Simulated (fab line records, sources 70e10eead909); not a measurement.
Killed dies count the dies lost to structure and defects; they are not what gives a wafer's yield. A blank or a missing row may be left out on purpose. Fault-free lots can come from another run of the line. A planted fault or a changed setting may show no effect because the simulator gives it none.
fab line records ; flow nand-harc
record: lots: 5; wafers: 15; last-day: 23
route steps=1159 shown P_STI@92 P_GATE@110 END@1159
lots that met no fault: taken from a fault-free run of the same line
start-h: the number of hours between the record's first day and the start of the first shown wafer of the lot ; wait-h: time in hours since the lot's previous step ; " identical to the entry in the row above ; L1.1+2: one row covering several wafers at once ; - value missing, or start not given ; * or withheld: withheld ; < > ~ a bound
route shown NAME@n: names a module that has steps shown in the file, with the first one's number in the route ; usual: the fault-free wafers' mean and standard deviation ; same: alike in all rows ; chamber/n: place in a boat ; sites: readings site by site ; _std_site: their standard deviation ; _edge_site: outer sites' mean less inner sites' ; radius-mm: how far each site lies from the wafer's centre ; mask NAME#n: copy n ; behind: the most recent tool/chamber to have shaped the wafer ; hold: why the lot went on hold/how many hours it stayed there/how the hold came to an end ; device: whichever transistor did not switch (one of n, p or np) ; end of line: at the end of the route, the tests of the same wafers ; where a step has no rows: the recipe by itself ; killed: the dies lost at the first sort to structure and to defects; this is not the yield of the wafer ; map: shows each die of a wafer: x if killed, . if not, _ if none is there
set.NAME: the setting that was run; set.NAME@STEP: the one run at that earlier step ; model.NAME: the simulator's own value behind a step, which no gauge read
certain route steps with their lots: each step a table, each wafer a row
services: when a tool's chamber went out of use (start-h, in hours from the record's first day, below 0 if earlier), for how many hours, and the reason
== steps ==
step: NHARC_P_STI_OCD_MEAS_17
usual: trench-depth-nm: 301/4.5; trench-foot-cd-nm: 158.9/2.3
lot.wafer;tool;chamber;start-h;wait-h;trench-depth-nm;trench-foot-cd-nm
L357.1;ocd-02;-;35.88;0.1;296;156.1
L357.2;ocd-02;-;35.88;0.1;300;158.7
L357.6;ocd-02;-;35.88;0.1;306;159.9
L363.1;ocd-02;-;71.93;0.1;311;159.2
L363.3;ocd-02;-;71.93;0.1;298;160.2
L363.4;ocd-02;-;71.93;0.1;298;160.0
L364.1;ocd-02;-;77.40;0.1;299;161.4
L364.3;ocd-02;-;77.40;0.1;299;160.7
L364.5;ocd-02;-;77.40;0.1;310;153.4
L375.1;ocd-01;-;144.31;0.1;300;158.9
L375.2;ocd-01;-;144.31;0.1;297;160.4
L375.4;ocd-01;-;144.31;0.1;293;159.8
L376.2;ocd-01;-;149.52;0.1;299;159.4
L376.4;ocd-01;-;149.52;0.1;304;160.4
L376.6;ocd-01;-;149.52;0.1;302;159.7
step: NHARC_P_STI_STRIP_19
recipe: time-s: 900; temp-c: 130; chemistry: SPM
step: NHARC_P_STI_PRECLEAN_32
recipe: time-s: *; temp-c: 50; bath-age-min: 0; chemistry: SC1
step: NHARC_P_STI_SRD_23
step: NHARC_P_STI_OCD_MEAS_43
usual: trench-depth-nm: 301/4.4; trench-foot-cd-nm: 158.9/2.3
lot.wafer;tool;chamber;start-h;wait-h;trench-depth-nm;trench-foot-cd-nm
L357.1;ocd-01;-;36.39;-;296;155.9
L357.2;ocd-01;-;36.39;-;300;158.1
L357.6;ocd-01;-;36.39;-;305;160.7
L363.1;ocd-01;-;72.44;-;311;158.6
L363.3;ocd-01;-;72.44;-;298;159.4
L363.4;ocd-01;-;72.44;-;298;160.3
L364.1;ocd-01;-;77.91;-;300;162.1
L364.3;ocd-01;-;77.91;-;300;160.6
L364.5;ocd-01;-;77.91;-;310;154.1
L375.1;ocd-02;-;144.84;-;300;158.7
L375.2;ocd-02;-;144.84;-;298;160.3
L375.4;ocd-02;-;144.84;-;292;160.0
L376.2;ocd-02;-;150.03;-;299;158.9
L376.4;ocd-02;-;150.03;-;304;160.0
L376.6;ocd-02;-;150.03;-;303;159.4
step: NHARC_P_STI_OXIDE_33
recipe: target-thk-a: 100; temp-c: 1000; ox-time-s: 281; material: SiO2
step: NHARC_P_STI_HDPCVD_20
recipe: target-thk-a: withheld; sigma-open-frac: withheld; material: SiO2
step: NHARC_P_STI_ANNEAL_34
recipe: temp-c: 1000; time-s: 1800
step: NHARC_P_STI_CMP_21
recipe: t-overpolish-s: 20; target-thk-nm: 380.67
usual: motor-current-A: 12.1/1; overpolish-run-s: 20.000/0.0086; slurry-filter-dp-kPa: 13.51/0.15
lot.wafer;tool;chamber;start-h;wait-h;motor-current-A;overpolish-run-s;slurry-filter-dp-kPa
L357.2;cmp-02;3;58.54;0.4;11.4;19.986;13.24
L357.1;cmp-02;0;58.54;0.4;14.2;20.009;13.31
L357.6;cmp-02;0;58.54;0.4;13.1;20.004;13.56
L363.3;cmp-03;3;90.09;0.4;14.1;20.003;13.77
L363.4;cmp-03;1;90.09;0.4;10.8;20.008;13.80
L363.1;cmp-03;2;90.09;0.4;12.3;20.014;13.48
L364.1;cmp-03;3;98.77;0.4;14.0;20.003;13.62
L364.3;cmp-03;0;98.77;0.4;12.4;20.009;13.68
L364.5;cmp-03;2;98.77;0.4;11.5;19.997;13.42
L376.4;cmp-01;1;168.71;0.4;9.6;20.010;13.21
L376.2;cmp-01;2;168.71;0.4;12.3;19.999;13.83
L376.6;cmp-01;2;168.71;0.4;12.8;20.018;13.79
L375.1;cmp-02;0;168.73;0.4;14.0;19.995;13.58
L375.2;cmp-02;1;168.73;0.4;13.0;20.002;13.34
L375.4;cmp-02;2;168.73;0.4;11.7;19.994;13.50
step: NHARC_P_STI_SRD_35
step: NHARC_P_STI_ETCH_36
recipe: target-depth-a: 388; chemistry: dHF; material: SiO2
step: NHARC_P_STI_STRIP_24
recipe: temp-c: 160; chemistry: H3PO4; material: Si3N4
usual: temp-c: 160.00/0.15
lot.wafer;tool;chamber;start-h;wait-h;temp-c
L357.2;wet-bench-05;0;58.88;0.0;159.97
L357.6;wet-bench-05;1;58.88;0.0;159.77
L357.1;wet-bench-05;4;58.88;0.0;160.19
L363.1;wet-bench-07;7;90.44;0.0;160.15
L363.3;wet-bench-07;0;90.44;0.0;160.05
L363.4;wet-bench-07;3;90.44;0.0;160.29
L364.3;wet-bench-01;6;99.06;0.0;159.87
L364.5;wet-bench-01;0;99.06;0.0;159.54
L364.1;wet-bench-01;1;99.06;0.0;160.12
L375.1;wet-bench-01;7;169.05;0.0;160.19
L375.4;wet-bench-01;1;169.05;0.0;159.92
L375.2;wet-bench-01;3;169.05;0.0;159.89
L376.4;wet-bench-05;7;169.06;0.0;159.57
L376.6;wet-bench-05;1;169.06;0.0;160.06
L376.2;wet-bench-05;2;169.06;0.0;160.33
step: NHARC_P_STI_ETCH_37
recipe: target-depth-a: 110; chemistry: dHF; material: SiO2
step: NHARC_P_STI_PRECLEAN_38
recipe: time-s: *; temp-c: 50; bath-age-min: 0; chemistry: SC1
step: NHARC_P_STI_SRD_39
step: NHARC_P_STI_OXIDE_40
recipe: target-thk-a: 100; temp-c: 900; ox-time-s: 1362; material: SiO2
step: NHARC_P_STI_INSPECT_25
usual: raw-defect-count: 217/89
lot.wafer;tool;chamber;start-h;wait-h;raw-defect-count
L357.1;defect-inspect-02;-;67.51;0.4;322
L357.2;defect-inspect-02;-;67.51;0.4;235
L357.6;defect-inspect-02;-;67.51;0.4;291
L363.1;defect-inspect-01;-;98.50;0.4;135
L363.3;defect-inspect-01;-;98.50;0.4;161
L363.4;defect-inspect-01;-;98.50;0.4;245
L364.1;defect-inspect-01;-;109.66;0.4;618
L364.3;defect-inspect-01;-;109.66;0.4;172
L364.5;defect-inspect-01;-;109.66;0.4;197
L375.1;defect-inspect-02;-;178.08;0.4;206
L375.2;defect-inspect-02;-;178.08;0.4;133
L375.4;defect-inspect-02;-;178.08;0.4;231
L376.2;defect-inspect-01;-;178.08;0.4;161
L376.4;defect-inspect-01;-;178.08;0.4;186
L376.6;defect-inspect-01;-;178.08;0.4;148
step: NHARC_P_GATE_ETCH_69
recipe: target-depth-a: 140; chemistry: dHF; material: SiO2
step: NHARC_P_GATE_PRECLEAN_70
recipe: time-s: *; temp-c: 50; bath-age-min: 0; chemistry: SC1
step: NHARC_P_GATE_SRD_01
step: NHARC_P_GATE_OXIDE_02
recipe: target-thk-a: 375; temp-c: 950; p-h2o-torr: 720; ox-time-s: 365; material: SiO2
step: NHARC_P_GATE_DEHYDRATE_03
recipe: temp-c: 150; time-s: 120
step: NHARC_P_GATE_HMDS_04
recipe: time-s: 30
step: NHARC_P_GATE_COAT_05
recipe: spin-rpm: 4690
step: NHARC_P_GATE_SOFTBAKE_06
recipe: temp-c: 122; time-s: 95
step: NHARC_P_GATE_EBR_07
step: NHARC_P_GATE_EXPOSE_08
recipe: na: 0.6; dose-mj: 16.75; mask-id: P_HV
step: NHARC_P_GATE_PEB_09
recipe: peb-temp-c: 118; peb-time-s: 85
step: NHARC_P_GATE_DEVELOP_10
recipe: time-s: 70
step: NHARC_P_GATE_CD_MEAS_11
recipe: target-cd-nm: 1640; landing-energy-ev: 500
usual: cd-nm: 1639.5/1.5
lot.wafer;tool;chamber;start-h;wait-h;cd-nm
L357.1;cd-sem-02;0;75.60;-;1640.6
L357.2;cd-sem-02;0;75.60;-;1639.3
L357.6;cd-sem-02;0;75.60;-;1640.0
L363.1;cd-sem-03;0;106.57;-;1638.4
L363.3;cd-sem-03;0;106.57;-;1639.0
L363.4;cd-sem-03;0;106.57;-;1638.4
L364.1;cd-sem-03;0;121.11;-;1636.3
L364.3;cd-sem-03;0;121.11;-;1637.0
L364.5;cd-sem-03;0;121.11;-;1639.5
L375.1;cd-sem-02;0;186.20;-;1640.3
L375.2;cd-sem-02;0;186.20;-;1642.1
L375.4;cd-sem-02;0;186.20;-;1640.0
L376.2;cd-sem-01;0;186.23;-;1640.4
L376.4;cd-sem-01;0;186.23;-;1641.7
L376.6;cd-sem-01;0;186.23;-;1642.8
step: NHARC_P_GATE_HARDBAKE_12
recipe: temp-c: 125; time-s: 80
step: NHARC_P_GATE_DESCUM_13
recipe: time-s: 3; o2-flow-sccm: 200; ar-flow-sccm: 0; bias-power-w: 0; chemistry: O2
usual: drypump-motor-current-A: 5.8/0.35; oes-product-au: 1.001/0.012; rf-vpp-V: 57.8/0.88; showerhead-plenum-p-Torr: 1.92/0.094; throttle-valve-pct: 11.310/0.009
lot.wafer;tool;chamber;start-h;wait-h;drypump-motor-current-A;oes-product-au;rf-hours-counter-h;rf-vpp-V;showerhead-plenum-p-Torr;throttle-valve-pct
L357.1;rie-diel-08;2;75.76;-;4.9;1.015;22;57.4;2.05;11.313
L357.2;rie-diel-08;1;75.76;-;6.1;0.981;22;57.4;1.88;11.311
L357.6;rie-diel-08;2;75.76;-;4.9;1.014;-;59.6;2.05;11.320
L363.1;rie-diel-04;1;106.73;-;5.5;0.994;52;57.8;1.91;11.314
L363.3;rie-diel-04;3;106.73;-;6.0;0.982;54;57.7;2.00;11.304
L363.4;rie-diel-04;0;106.73;-;5.7;1.000;58;58.3;1.99;11.317
L364.1;rie-diel-04;2;121.27;-;5.6;1.008;0;60.0;2.08;11.321
L364.3;rie-diel-04;1;121.27;-;5.5;0.999;0;58.9;1.91;11.328
L364.5;rie-diel-04;3;121.27;-;5.9;0.987;-;57.7;2.00;11.308
L375.1;rie-diel-06;1;186.36;-;6.2;1.015;37;57.5;1.81;11.319
L375.4;rie-diel-06;3;186.36;-;5.7;1.018;44;59.3;1.99;11.290
L375.2;rie-diel-06;0;186.36;-;5.6;1.011;41;57.9;1.79;11.328
L376.2;rie-diel-04;1;186.39;-;5.5;1.001;24;57.5;1.90;11.308
L376.4;rie-diel-04;3;186.39;-;5.9;0.993;27;56.8;1.99;11.303
L376.6;rie-diel-04;2;186.39;-;5.6;1.003;-;58.8;2.07;11.302
step: NHARC_P_GATE_ETCH_14
recipe: target-depth-a: 488; chemistry: dHF; material: SiO2
step: NHARC_P_GATE_STRIP_15
recipe: time-s: 780; temp-c: 130; chemistry: SPM
step: NHARC_P_GATE_PRECLEAN_71
recipe: time-s: *; temp-c: 50; bath-age-min: 0; chemistry: SC1
step: NHARC_P_GATE_SRD_72
step: NHARC_P_GATE_OXIDE_16
recipe: target-thk-a: 30; temp-c: 875; ox-time-s: 392; material: SiO2
step: NHARC_P_GATE_CVD_17
recipe: target-thk-a: 1500; temp-c: 620; time-s: 900; material: poly-Si
step: NHARC_P_GATE_HM_DEP_102
recipe: target-thk-a: 1200; temp-c: 400; material: aC
usual: throttle-valve-pct: 35.000/0.0093
lot.wafer;tool;chamber;start-h;wait-h;throttle-valve-pct
L357.1;acl-dep-01;0;89.98;2.3;34.998
L357.2;acl-dep-01;0;89.98;2.3;34.993
L357.6;acl-dep-01;0;89.98;2.3;35.006
L363.1;acl-dep-02;0;123.48;4.6;34.999
L363.3;acl-dep-02;0;123.48;4.6;35.016
L363.4;acl-dep-02;0;123.48;4.6;35.003
L364.1;acl-dep-01;0;133.58;0.4;34.985
L364.3;acl-dep-01;0;133.58;0.4;35.000
L364.5;acl-dep-01;0;133.58;0.4;34.992
L376.2;acl-dep-02;0;198.72;0.6;35.014
L376.4;acl-dep-02;0;198.72;0.6;34.989
L376.6;acl-dep-02;0;198.72;0.6;34.992
L375.1;acl-dep-02;0;199.26;1.2;35.002
L375.2;acl-dep-02;0;199.26;1.2;34.999
L375.4;acl-dep-02;0;199.26;1.2;34.981
step: NHARC_P_GATE_DEP_103
recipe: target-thk-a: 300; target-thk-nm: 30; temp-c: 400; flow-sccm: 200; rf-w: 350; material: SiON
usual: heater-power-w: 797/73
lot.wafer;tool;chamber;start-h;wait-h;heater-power-w
L357.2;pecvd-01;0;90.67;0.5;882
L357.1;pecvd-01;1;90.67;0.5;837
L357.6;pecvd-01;0;90.67;0.5;867
L363.1;pecvd-01;2;124.16;0.6;641
L363.3;pecvd-01;0;124.16;0.6;832
L363.4;pecvd-01;2;124.16;0.6;649
L364.3;pecvd-01;2;134.25;0.3;800
L364.1;pecvd-01;0;134.25;0.3;906
L364.5;pecvd-01;2;134.25;0.3;787
L376.2;pecvd-01;2;199.29;0.5;788
L376.6;pecvd-01;0;199.29;0.5;820
L376.4;pecvd-01;1;199.29;0.5;907
L375.2;pecvd-01;0;199.92;0.4;886
L375.1;pecvd-01;2;199.92;0.4;717
L375.4;pecvd-01;1;199.92;0.4;846
step: NHARC_P_GATE_DEHYDRATE_18
recipe: temp-c: 150; time-s: 120
step: NHARC_P_GATE_INSPECT_28
usual: raw-defect-count: 6.3/3
lot.wafer;tool;chamber;start-h;wait-h;raw-defect-count
L357.1;defect-inspect-02;-;91.38;0.1;8
L357.2;defect-inspect-02;-;91.38;0.1;4
L357.6;defect-inspect-02;-;91.38;0.1;6
L363.1;defect-inspect-01;-;124.81;0.0;10
L363.3;defect-inspect-01;-;124.81;0.0;13
L363.4;defect-inspect-01;-;124.81;0.0;5
L364.1;defect-inspect-01;-;134.93;0.0;280
L364.3;defect-inspect-01;-;134.93;0.0;7
L364.5;defect-inspect-01;-;134.93;0.0;9
L376.2;defect-inspect-02;-;199.98;0.0;7
L376.4;defect-inspect-02;-;199.98;0.0;11
L376.6;defect-inspect-02;-;199.98;0.0;8
L375.1;defect-inspect-02;-;200.72;0.0;10
L375.2;defect-inspect-02;-;200.72;0.0;9
L375.4;defect-inspect-02;-;200.72;0.0;1
step: NHARC_END_SORT_01
recipe: temp-c: 25
usual: killed-at-array: 28/11; killed-at-other: 0.7/1.1; killed-at-periphery: 2.9/2; killed-dies: 32/11; killed-open: 3.2/1.8; killed-short: 2.0/1.4
same: gross-dies: 677
lot.wafer;tool;chamber;start-h;wait-h;killed-at-array;killed-at-other;killed-at-periphery;killed-dies;killed-open;killed-short
L363.1;prober-02;0;466.70;2.5;23;0;7;30;2;2
L363.3;prober-02;0;468.32;3.1;23;0;2;25;2;2
L363.4;prober-02;0;469.13;3.4;23;0;2;25;4;1
L364.1;prober-01;0;475.22;2.5;29;4;58;91;3;2
killed by level:class
L363.1 A_CHANNEL_HOLE_D1:chamber-film-flake=16 P_M0:chamber-film-flake=3 A_CONTACT:geometric-particle:open=2 P_ZERO_WELL:chamber-film-flake=2 A_ZERO_WELL:chamber-film-flake=2 P_CONTACT:geometric-particle:short=1 A_SOURCE_PLATE:geometric-particle:short=1 P_STI:chamber-film-flake=1
L363.3 A_CHANNEL_HOLE_D1:chamber-film-flake=9 A_CONTACT:chamber-film-flake=5 A_STAIRCASE:chamber-film-flake=4 A_ZERO_WELL:chamber-film-flake=2 P_GATE:geometric-particle:open=1 A_CHANNEL_HOLE_D1:geometric-particle:open=1 A_WL_FILL:geometric-particle:short=1 A_M1:geometric-particle:short=1
L363.4 A_CHANNEL_HOLE_D1:chamber-film-flake=13 A_CONTACT:geometric-particle:open=2 A_ZERO_WELL:chamber-film-flake=2 A_CONTACT:chamber-film-flake=2 P_M0:geometric-particle:open=1 A_ONON_D1:geometric-particle:short=1 A_M0:geometric-particle:open=1 P_CONTACT:chamber-film-flake=1
L364.1 P_STI:unspecified=52 A_CHANNEL_HOLE_D1:chamber-film-flake=18 P_GATE:chamber-film-flake=4 A_STAIRCASE:chamber-film-flake=4 THIN_TSV:chamber-film-flake=4 A_CONTACT:chamber-film-flake=2 P_CONTACT:geometric-particle:open=1 A_ONON_D1:geometric-particle:short=1
map L364.1 (x killed, . not)
____________.____________
_________......._________
_______..........x_______
______.............______
_____...........xxxx_____
____...........xxxxxx____
____....x.......xxxxx____
___.............xxxxxx___
___............xxxxxxx___
__...............xxxxxx__
__..............xxxxxxx__
_..............x.xxxxx.._
_...............x.x.xx.._
_................x.....x_
_......................._
_......................._
.........................
................x.......x
.........................
................x........
.........................
_..x......xx.....x......_
_......x................_
_......................._
_xx.........x..........._
_........x..xx.........._
__x.........xxx........__
__.......xxxxx.........__
___.......xxxxx.......___
___......x.x.x........___
____.......x.........____
____.....x.........xx____
_____..............._____
______.............______
_______..........._______
_________......._________
____________x____________
map L375.1 (x killed, . not)
____________.____________
_________......._________
_______..........._______
______.............______
_____..............._____
____.................____
____...............x.____
___................x.x___
___................xx.___
__.................x.xx__
__...............x.xx..__
_...................x.x._
_......................._
_......x................_
_...............x....x.._
_......................._
....................x....
.................x..x....
.............x....x......
..............x.....x....
..................xxxx...
_................xxx.x.._
_.................xxx.x._
_.....................x._
_................xx....._
_...............x..xx..._
__.....................__
__.....................__
___....x...x........x.___
___...................___
____...........x.....____
____...xx............____
_____..............._____
______.............______
_______..........._______
_________......._________
____________.____________
== services ==
tool;chamber;start-h;hours;kind
rie-diel-04;-;36.14;0.8;repair
wet-bench-01;-;37.60;8.0;pm
cmp-01;-;39.74;1.3;repair
cmp-02;-;47.24;3.8;repair
cmp-01;-;55.10;3.4;repair
pecvd-01;-;56.00;13.0;pm
cmp-03;-;58.00;4.0;pm
rie-diel-06;-;65.80;9.0;pm
cmp-01;-;68.00;0.6;repair
wet-bench-01;-;77.33;3.5;repair
cmp-01;-;81.50;4.0;pm
cmp-02;-;89.31;2.4;repair
rie-diel-04;-;111.97;9.0;pm
acl-dep-01;-;112.40;13.0;pm
pecvd-01;-;115.33;5.5;repair
cmp-02;-;128.50;4.0;pm
cmp-03;-;141.27;3.6;repair
cmp-02;-;149.42;4.2;repair
cmp-03;-;156.09;4.0;pm
cmp-02;-;158.80;1.5;repair
rie-diel-04;1;160.85;3.3;repair
acl-dep-02;-;168.68;13.0;pm
cmp-02;-;179.23;2.0;repair
wet-bench-05;-;196.84;8.0;pm
== key ==
first-sign: step: NHARC_P_STI_INSPECT_25; reading: raw-defect-count; direction: up; sigmas: 4.5; usual: 217; struck: 618
effect: step: NHARC_P_GATE_INSPECT_28; reading: raw-defect-count; direction: up; sigmas: 92; usual: 6.3; struck: 280
effect: step: NHARC_END_SORT_01; reading: killed-at-periphery; direction: up; sigmas: 28; usual: 2.9; struck: 58
more-kills-born-at: NHARC_P_STI_STRIP_24@wet-bench-01: 52
met-at NHARC_P_STI_STRIP_24
struck-wafers L364.1
tester-left-out L364
fault: kind: chamber-particle-source; tool: wet-bench-01; chamber: 1; onset-h: 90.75; steps: NHARC_P_STI_STRIP_24; rate-per-visit-cm2: 0.42752; end-h: 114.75
tester-left-out: of these lots the tester's yield and bins aren't shown, on N5 and GAA mostly nor the transistor test; their killed dies are dies lost to structure and defects alone, not to doping, threshold or leakage, so they don't give the yield
